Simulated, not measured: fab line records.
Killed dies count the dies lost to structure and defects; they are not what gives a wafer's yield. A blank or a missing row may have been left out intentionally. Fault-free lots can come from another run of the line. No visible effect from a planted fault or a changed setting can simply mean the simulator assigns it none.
fab line records | flow n5_finfet
record: lots: 4 | wafers: 10 | last_day: 18
route steps=1938 shown BEOL_M0_SAQP@687 BEOL_M0_CUTY@701 BEOL_M0@715 BEOL_M4@1111
lots untouched by any fault: they come from a run of this same line in which no faults occurred
start_h: start of the lot's first displayed wafer, in hours after the record's first day | wait_h: how many hours have passed since the lot's step before this one | " same as the row above | L1.1+2: several wafers, shown together as one row | - no value, or no start given | * or withheld: withheld | < > ~ a bound
route shown NAME@n: a module of which the file shows steps, and the number in the route of the first | usual: mean/standard deviation of fault-free wafers | same: alike in all rows | chamber/n: place in a boat | sites: per-site readings | _std_site: the values' standard deviation | _edge_site: outer sites' mean less inner sites' | radius_mm: how far each site lies from the wafer's centre | mask NAME#n: copy n | behind: tool/chamber where the wafer was last shaped | hold: why the lot went on hold/how many hours it stayed there/how the hold came to an end | device: names the non-switching transistor (n, p or np) | end of line: tests run on the same wafers once the route is complete | a step without rows: its recipe alone | killed: the dies lost at the first sort to structure and to defects; this is not the yield of the wafer | map: the dies of a wafer, with x for killed, . for not killed, _ for no die there
set.NAME: the run value of the setting; set.NAME@STEP: its run value at that earlier step | model.NAME: the simulator's own value behind a step, which no gauge read
lots seen at some steps along the route; tables by step, rows by wafer
services: from which hour (start_h, from the record's first day; less than 0 if before it) a tool's chamber was out of use, for how many hours, and why
== steps ==
step: N5_BEOL_M0_SAQP_PEB_38
recipe: peb_temp_c: 100 | peb_time_s: 60 | resist: CAR-EUV
step: N5_BEOL_M0_SAQP_DEVELOP_39
recipe: develop_time_s: 30 | developer: TMAH | resist: CAR-EUV | rinse_liquid: surfactant_rinse | dry: air_spin | dev_temp_c: 23
step: N5_BEOL_M0_SAQP_DESCUM_45
recipe: chemistry: O2 | time_s: 7 | source_power_w: 50 | bias_power_w: 20 | pressure_mtorr: 20 | rf_frequency_hz: 2.712e+07 | temp_c: 40 | resist: CAR-EUV | o2_flow_sccm: 225
step: N5_BEOL_M0_SAQP_ETCH_88
recipe: chemistry: N2/H2 | target: underlayer | target_depth_a: 65 | time_s: 5.2 | ion_energy_ev: 200 | mask_material: CAR-EUV | pressure_mtorr: 30 | source_w: 840 | bias_w: 150 | n2_flow_sccm: 200 | h2_flow_sccm: 200 | ends: cleared
step: N5_BEOL_M0_SAQP_ETCH_73
recipe: chemistry: CF4 | target: SiARC | target_depth_a: 195 | mask_material: CAR-EUV | time_s: 32.5 | ion_energy_ev: 80 | pressure_mtorr: 40 | source_w: 545 | bias_w: 36 | Ar_flow_sccm: 100 | cf4_flow_sccm: 100 | ends: cleared
step: N5_BEOL_M0_SAQP_CUT_ETCH_46
recipe: chemistry: N2/H2 | target: SOC | target_depth_a: 1350 | overetch_a: 270 | temp_c: 40 | time_s: 202.5 | ion_energy_ev: 200 | mask_material: SiARC | pressure_mtorr: 30 | source_w: 840 | bias_w: 150 | n2_flow_sccm: 200 | h2_flow_sccm: 200
step: N5_BEOL_M0_SAQP_STRIP_74
recipe: chemistry: N2/H2 | temp_c: 40 | n2_flow_sccm: 200 | h2_flow_sccm: 200 | rf_frequency_hz: 6e+07
step: N5_BEOL_M0_SAQP_STRIP_89
recipe: chemistry: N2/H2 | temp_c: 40 | n2_flow_sccm: 200 | h2_flow_sccm: 200 | rf_frequency_hz: 6e+07
step: N5_BEOL_M0_SAQP_ALD_48
recipe: material: SiO2 | target_thk_a: 200 | temp_c: 100 | ald_precursor_family: BDEAS | ald_co_reactant: O2-plasma | pulse_time_s: 1 | co_reactant_pulse_time_s: 1 | purge_time_s: 2 | co_reactant_purge_time_s: 2 | ald_cycles: 139 | pressure_torr: 2
step: N5_BEOL_M0_SAQP_ETCH_49
recipe: chemistry: CF4/O2 | target_depth_a: 370 | target: SiO2 | pressure_mtorr: 40 | source_w: 535 | bias_w: 49 | Ar_flow_sccm: 100 | cf4_flow_sccm: 100 | O2_flow_sccm: 10 | ion_energy_ev: 100
usual: drypump_motor_current_A: 5.7/0.45 | oes_o_777_au: 0.75/0.061 | oes_product_au: 0.75/0.06 | rf_vpp_V: 241/3.9 | showerhead_plenum_p_Torr: 2.22/0.08 | throttle_valve_pct: 15.96/0.18
lot.wafer | tool        | chamber | start_h | wait_h | drypump_motor_current_A | oes_o_777_au | oes_product_au | rf_hours_counter_h | rf_vpp_V | showerhead_plenum_p_Torr | throttle_valve_pct | model.etch.depth_nm | model.BEOL_M0_SAQP.feature_depth_nm | model.SOC_of_BEOL_M0_SAQP_COAT_69.thk_nm
L861.1    | rie_diel-01 | 2       | 127.72  | 0.3    | 5.1                     | 0.74         | 0.78           | 132                | 242      | 2.32                     | 16.00              | 36.6                | 36.6                                | 71
L861.4    | "           | 0       | "       | "      | 6.2                     | 0.70         | 0.70           | 186                | 241      | 2.11                     | 16.21              | 36.21               | 36.2                                | 71.2
L861.6    | "           | 2       | "       | "      | 5.1                     | 0.75         | 0.78           | -                  | 240      | 2.32                     | 15.99              | 37.01               | 37                                  | 71
L878.3    | rie_diel-01 | 0       | 231.41  | 0.3    | 6.2                     | 0.68         | 0.70           | 207                | 241      | 2.11                     | 16.24              | 36.25               | 36.2                                | 71
L878.6    | "           | 3       | "       | "      | 5.9                     | 0.68         | 0.91           | -                  | 247      | 2.18                     | 15.91              | 56.28               | 56.2                                | 60.2
L879.1    | rie_diel-01 | 0       | 238.63  | 0.3    | 6.2                     | 0.69         | 0.93           | 208                | 240      | 2.11                     | 16.26              | 55.76               | 55.8                                | 61
L879.3    | "           | 1       | "       | "      | 6.4                     | 0.76         | 0.74           | 177                | 243      | 2.20                     | 16.07              | 36.71               | 36.8                                | 70.8
L882.2    | rie_diel-06 | 1       | 258.86  | 0.3    | 5.5                     | 0.72         | 0.76           | 150                | 243      | 2.04                     | 15.75              | 37.09               | 37                                  | 70.6
L882.4    | "           | 2       | "       | "      | 4.8                     | 0.86         | 0.88           | -                  | 241      | 2.33                     | 15.73              | 37.31               | 37.4                                | 70.4
L882.6    | "           | 1       | "       | "      | 5.5                     | 0.72         | 0.76           | -                  | 244      | 2.04                     | 15.77              | 37.03               | 37                                  | 70.6
step: N5_BEOL_M0_SAQP_STRIP_75
recipe: chemistry: CF4 | resist: SiARC | power_w: 300 | bias_power_w: 75 | pressure_mtorr: 50 | cf4_flow_sccm: 150 | rf_frequency_hz: 6e+07
step: N5_BEOL_M0_CUTY_COAT_50
recipe: resist: SiARC | temp_c: 220 | time_s: 60 | spin_rpm: 1500 | resist_thk_nm: 15
step: N5_BEOL_M0_CUTY_COAT_51
recipe: resist: CAR-ArF-block | spin_rpm: 1500 | resist_thk_nm: 150
step: N5_BEOL_M0_CUTY_EBR_52
recipe: solvent: PGMEA | ebr_width_mm: 1.5
step: N5_BEOL_M0_CUTY_SOFTBAKE_53
recipe: temp_c: 110 | time_s: 60 | resist: CAR-ArF-block
step: N5_BEOL_M0_CUTY_EXPOSE_54
recipe: mask_id: M0_ABLK | na: 1.35 | source_shape: conventional | sigma_outer: 0.8 | polarization: unpolarized | dose_mj: 36
step: N5_BEOL_M0_CUTY_PEB_55
recipe: peb_temp_c: 110 | peb_time_s: 60 | resist: CAR-ArF-block
step: N5_BEOL_M0_CUTY_DEVELOP_56
recipe: develop_time_s: 30 | developer: TMAH | resist: CAR-ArF-block | rinse_liquid: diw | dry: air_spin | dev_temp_c: 23
step: N5_BEOL_M0_CUTY_DESCUM_61
recipe: chemistry: O2 | time_s: 7.9 | source_power_w: 50 | bias_power_w: 20 | pressure_mtorr: 20 | rf_frequency_hz: 2.712e+07 | temp_c: 40 | resist: CAR-ArF-block | o2_flow_sccm: 225
step: N5_BEOL_M0_CUTY_ETCH_62
recipe: chemistry: CF4 | target: SiARC | mask_material: CAR-ArF-block | time_s: 58.5 | ion_energy_ev: 80 | pressure_mtorr: 40 | source_w: 545 | bias_w: 36 | Ar_flow_sccm: 100 | cf4_flow_sccm: 100 | ends: cleared
step: N5_BEOL_M0_CUTY_ETCH_63
recipe: chemistry: N2/H2 | target: SOC | target_depth_a: 827 | overetch_a: 165 | mask_material: SiARC | temp_c: 40 | ion_energy_ev: 200 | time_s: 124 | pressure_mtorr: 30 | source_w: 840 | bias_w: 150 | n2_flow_sccm: 200 | h2_flow_sccm: 200
usual: drypump_motor_current_A: 5.9/0.4 | oes_product_au: 0.62/0.068 | rf_vpp_V: 523.8/2 | showerhead_plenum_p_Torr: 2.54/0.072 | throttle_valve_pct: 17.79/0.21
lot.wafer | tool        | chamber | start_h | wait_h | drypump_motor_current_A | oes_product_au | rf_hours_counter_h | rf_vpp_V | showerhead_plenum_p_Torr | throttle_valve_pct | model.etch.depth_nm
L861.1    | rie_diel-05 | 1       | 128.26  | 0.0    | 5.2                     | 0.58           | 205                | 526.2    | 2.62                     | 17.98              | 71
L861.4    | "           | 1       | "       | "      | 5.2                     | 0.59           | -                  | 526.0    | 2.62                     | 17.97              | 71.24
L861.6    | "           | 0       | "       | "      | 5.8                     | 0.59           | -                  | 525.8    | 2.62                     | 17.69              | 71
L878.3    | rie_diel-03 | 3       | 232.10  | 0.0    | 5.9                     | 0.57           | 216                | 522.7    | 2.53                     | 17.69              | 71.03
L878.6    | "           | 3       | "       | "      | 5.9                     | 0.53           | -                  | 523.5    | 2.53                     | 17.71              | 60.29
L879.1    | rie_diel-03 | 3       | 239.29  | 0.0    | 5.9                     | 0.53           | 220                | 523.3    | 2.53                     | 17.71              | 60.94
L879.3    | "           | 1       | "       | "      | 6.4                     | 0.62           | 143                | 524.9    | 2.53                     | 17.74              | 70.79
L882.2    | rie_diel-03 | 0       | 259.60  | 0.0    | 6.3                     | 0.79           | 5                  | 523.6    | 2.50                     | 17.55              | 70.67
L882.4    | "           | 2       | "       | "      | 5.5                     | 0.76           | 15                 | 522.2    | 2.48                     | 17.42              | 70.4
L882.6    | "           | 1       | "       | "      | 6.4                     | 0.62           | -                  | 525.0    | 2.53                     | 17.79              | 70.58
step: N5_BEOL_M0_CUTY_STRIP_64
recipe: chemistry: N2/H2 | temp_c: 40 | n2_flow_sccm: 200 | h2_flow_sccm: 200 | rf_frequency_hz: 6e+07
step: N5_BEOL_M0_ETCH_138
recipe: chemistry: CH3F/O2 | target_depth_a: 120 | target: SiCN | time_s: 31.6 | ion_energy_ev: 120 | pressure_mtorr: 30 | source_w: 395 | bias_w: 75 | Ar_flow_sccm: 150 | CH3F_flow_sccm: 30 | O2_flow_sccm: 20 | ends: cleared
step: N5_BEOL_M0_HM_OPEN_105
recipe: chemistry: Cl2/BCl3 | target_depth_a: 120 | target: TiN | ion_energy_ev: 150 | pressure_mtorr: 10 | icp_w: 1000 | bias_w: 126 | Cl2_flow_sccm: 53.25 | bcl3_flow_sccm: 21.75 | Ar_flow_sccm: 25
step: N5_BEOL_M0_STRIP_140
recipe: chemistry: CF4 | resist: SiARC | power_w: 300 | bias_power_w: 75 | pressure_mtorr: 50 | cf4_flow_sccm: 150 | rf_frequency_hz: 6e+07
usual: drypump_motor_current_A: 5.9/0.42 | oes_product_au: 0.75/0.075 | rf_vpp_V: 271.0/1.9 | showerhead_plenum_p_Torr: 1.78/0.061 | throttle_valve_pct: 13.61/0.21
lot.wafer | tool        | chamber | start_h | wait_h | drypump_motor_current_A | oes_product_au | rf_hours_counter_h | rf_vpp_V | showerhead_plenum_p_Torr | throttle_valve_pct | model.SiO2_of_BEOL_M0_SAQP_ALD_48.thk_nm
L861.1    | rie_diel-03 | 3       | 131.15  | 0.1    | 6.0                     | 0.71           | 178                | 269.6    | 1.79                     | 13.43              | 11.6
L861.4    | "           | 1       | "       | "      | 6.3                     | 0.79           | 102                | 271.4    | 1.79                     | 13.50              | 11.8
L861.6    | "           | 1       | "       | "      | 6.3                     | 0.79           | -                  | 272.2    | 1.79                     | 13.47              | 11.2
L878.3    | rie_diel-02 | 1       | 233.84  | 0.2    | 5.4                     | 0.71           | 205                | 273.3    | 1.84                     | 13.50              | 11.8
L878.6    | "           | 1       | "       | "      | 5.4                     | 0.71           | -                  | 272.4    | 1.84                     | 13.50              | 5.6
L879.1    | rie_diel-02 | 1       | 239.74  | 0.1    | 5.4                     | 0.70           | 208                | 275.0    | 1.84                     | 13.51              | 5.6
L879.3    | "           | 3       | "       | "      | 6.0                     | 0.81           | 70                 | 268.6    | 1.74                     | 13.59              | 11.4
L882.2    | rie_diel-05 | 3       | 262.38  | 0.4    | 6.5                     | 0.67           | 233                | 272.4    | 1.83                     | 13.91              | 11.2
L882.4    | "           | 1       | "       | "      | 5.2                     | 0.67           | -                  | 271.2    | 1.82                     | 13.89              | 11
L882.6    | "           | 3       | "       | "      | 6.5                     | 0.68           | -                  | 270.3    | 1.83                     | 13.93              | 11.2
step: N5_BEOL_M0_STRIP_104
recipe: chemistry: N2/H2 | power_w: 450 | temp_c: 40 | pressure_mtorr: 20 | rf_frequency_hz: 6e+07 | overash_fraction: 0.3 | bias_power_w: 7 | h2_frac: 0.5 | n2_flow_sccm: 200 | h2_flow_sccm: 200
step: N5_BEOL_M4_RC_MEAS_101
usual: DIBL_N: 35.9/1.8 | DIBL_P: 36.2/2 | IOFF_N: 0.16/0.031 | IOFF_P: 0.22/0.041 | ION_N: 676/11 | ION_P: 465/8.5 | SS_N: 71.4/0.64 | SS_P: 73.2/0.7 | VT_N: 250/3.5 | VT_P: -250/3.9
lot.wafer | tool      | chamber | start_h | wait_h | DIBL_N[mV/V] | DIBL_P[mV/V] | IOFF_N[nA/um] | IOFF_P[nA/um] | ION_N[uA/um] | ION_P[uA/um] | SS_N[mV/dec] | SS_P[mV/dec] | VT_N[mV] | VT_P[mV]
L861.1    | prober-02 | 0       | 182.20  | 0.0    | 35.6         | 36.2         | 0.16          | 0.19          | 670          | 462          | 71.8         | 72.7         | 249      | -255
L861.4    | "         | 0       | "       | "      | 33.7         | 33.2         | 0.12          | 0.16          | 659          | 452          | 70.6         | 72.3         | 253      | -252
L861.6    | "         | 0       | "       | "      | 35.3         | 34.7         | 0.15          | 0.18          | 677          | 459          | 71.3         | 72.7         | 248      | -253
L878.3    | prober-01 | 0       | 290.98  | 0.3    | 37.2         | 38.7         | 0.18          | 0.26          | 674          | 469          | 72.0         | 74.0         | 250      | -249
L878.6    | "         | 0       | "       | "      | 37.8         | 38.9         | 0.17          | 0.27          | 671          | 467          | 71.5         | 73.6         | 250      | -249
L879.1    | prober-01 | 0       | 292.51  | 0.0    | 36.6         | 37.1         | 0.16          | 0.25          | 684          | 476          | 71.8         | 72.6         | 248      | -247
L879.3    | "         | 0       | "       | "      | 38.7         | 39.1         | 0.20          | 0.29          | 689          | 475          | 71.7         | 73.7         | 247      | -246
L882.2    | prober-02 | 0       | 321.27  | 0.2    | 38.6         | 38.9         | 0.17          | 0.19          | 665          | 449          | 71.3         | 73.4         | 251      | -254
L882.4    | "         | 0       | "       | "      | 34.5         | 34.8         | 0.11          | 0.14          | 645          | 443          | 70.4         | 72.2         | 254      | -258
L882.6    | "         | 0       | "       | "      | 32.4         | 31.9         | 0.09          | 0.12          | 651          | 448          | 70.3         | 71.7         | 259      | -260
== services ==
tool        | chamber | start_h | hours | kind
rie_diel-01 | 0       | 107.52  | 8.7   | repair
rie_diel-05 | 2       | 109.16  | -     | clean
rie_diel-05 | 2       | 109.16  | -     | consumable_replace:focus_ring
rie_diel-05 | 2       | 109.16  | 22.5  | scheduled_down
rie_diel-05 | 2       | 109.16  | 22.5  | vent_cycle
rie_diel-05 | 1       | 141.45  | 1.7   | repair
rie_diel-01 | -       | 142.97  | 28.1  | pm
rie_diel-06 | -       | 151.78  | 0.2   | repair
rie_diel-03 | 2       | 203.59  | -     | clean
rie_diel-03 | 2       | 203.59  | -     | consumable_replace:focus_ring
rie_diel-03 | 2       | 203.59  | 17.8  | scheduled_down
rie_diel-03 | 2       | 203.59  | 17.8  | vent_cycle
rie_diel-03 | 1       | 217.32  | 3.5   | repair
rie_diel-03 | 0       | 221.39  | -     | clean
rie_diel-03 | 0       | 221.39  | -     | consumable_replace:focus_ring
rie_diel-03 | 0       | 221.39  | 21.7  | scheduled_down
rie_diel-03 | 0       | 221.39  | 21.7  | vent_cycle
rie_diel-01 | 2       | 244.51  | 16.5  | repair
rie_diel-05 | 3       | 253.97  | 1.8   | repair
rie_diel-02 | 1       | 259.41  | 3.0   | repair
rie_diel-01 | 3       | 261.45  | -     | clean
rie_diel-01 | 3       | 261.45  | -     | consumable_replace:focus_ring
rie_diel-01 | 3       | 261.45  | 23.1  | scheduled_down
rie_diel-01 | 3       | 261.45  | 23.1  | vent_cycle
== key ==
first_sign: step: N5_BEOL_M0_SAQP_ETCH_49 | reading: oes_product_au | direction: up | sigmas: 2.9 | usual: 0.75 | struck: 0.92
effect none on later readings
model_effect: step: N5_BEOL_M0_SAQP_ETCH_49 | value: etch.depth_nm | without: 36.27 | struck: 56.02
model_effect: step: N5_BEOL_M0_CUTY_ETCH_63 | value: etch.depth_nm | without: 70.94 | struck: 60.62
model_effect: step: N5_BEOL_M0_STRIP_140 | value: SiO2_of_BEOL_M0_SAQP_ALD_48.thk_nm | without: 11.8 | struck: 5.6
met_at N5_BEOL_M0_SAQP_ETCH_49
struck_wafers L878.6,L879.1
onset_between 127.72 231.41
fault: kind: process_parameter_drift | tool: rie_diel-01 | chamber: - | onset_h: 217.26 | steps: N5_BEOL_M0_SAQP_ETCH_49 | channel: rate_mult | offset: 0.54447 | shape: step | end_h: 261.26 | scope: struck_wafers_only
